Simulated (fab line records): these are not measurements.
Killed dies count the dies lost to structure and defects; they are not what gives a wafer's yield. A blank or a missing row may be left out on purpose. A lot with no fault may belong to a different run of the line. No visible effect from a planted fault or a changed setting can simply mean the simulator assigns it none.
2 desks, one fault    flow nand_harc    every desk sees just its own numbers, and what lay behind them comes last

== THE TOOL OWNER'S DESK: krf_scanner-03 ==
The tool's own readings at NHARC_A_BONDPAD_EXPOSE_06 (exposes mask A BPAD): means of the sampled wafers that have a number, for each lot that ran on this tool. If a lot's mean is further than 4 standard deviations from the usual mean, the lot is out of limits and carries the mark OUT (the distance appears in the brackets).
Columns: A = exposure_dose_mJ_cm2 at NHARC_A_BONDPAD_EXPOSE_06, usual 36.96
lot   first seen here  A
L783  day 18 23:41     36.93
L785  day 19 12:47     37.00
L793  day 20 20:24     43.44 (+99 or more) OUT
L794  day 22 14:34     42.11 (+99 or more) OUT
This desk finds L793, L794 out of limits, L793 being first, at day 20 20:24 (exposure_dose_mJ_cm2 at NHARC_A_BONDPAD_EXPOSE_06). In limits: L783, L785.

== AT THE METROLOGY DESK ==
What the gauges read, lot by lot, whatever tool the lot ran on: means of the sampled wafers that have a number. If a lot's mean is further than 4 standard deviations from the usual mean, the lot is out of limits and carries the mark OUT (the distance appears in the brackets).
Columns: A = thk_nm at NHARC_A_BONDPAD_THK_MEAS_30, usual 199.8 nm
lot   first seen here  A
L779  day 18 07:24     197.7
L781  day 18 09:43     199.8
L783  day 18 23:16     201.5
L784  day 19 02:46     198.0
L785  day 19 12:22     199.4
L787  day 20 06:22     198.6
L793  day 20 20:06     200.4
L794  day 22 14:08     201.1
L797  day 22 14:43     201.4
L796  day 22 16:08     200.1
L798  day 22 22:27     199.7
L799  day 23 05:25     198.1
Finding of this desk: none of the 12 lots has anything out of limits.

== PUT TOGETHER ==
At day 20 20:24, on L793, L794, the tool owner's desk was in a position to raise an alarm.
Metrology desk: nothing out of limits seen.
The metrology desk holds a record of L793, L794, inside its limits.
All the named lots went through NHARC_A_BONDPAD_EXPOSE_06 on krf_scanner-03.

== WHAT THE SIMULATOR PUT IN ==
Drift in process parameters on krf_scanner-03 at NHARC_A_BONDPAD_EXPOSE_06, starting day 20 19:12. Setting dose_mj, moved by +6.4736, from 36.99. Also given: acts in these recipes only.
Lots struck among those shown: L793, L794.
Each desk's first reading out of limits, in hours after the fault started: the tool owner's desk, 1.
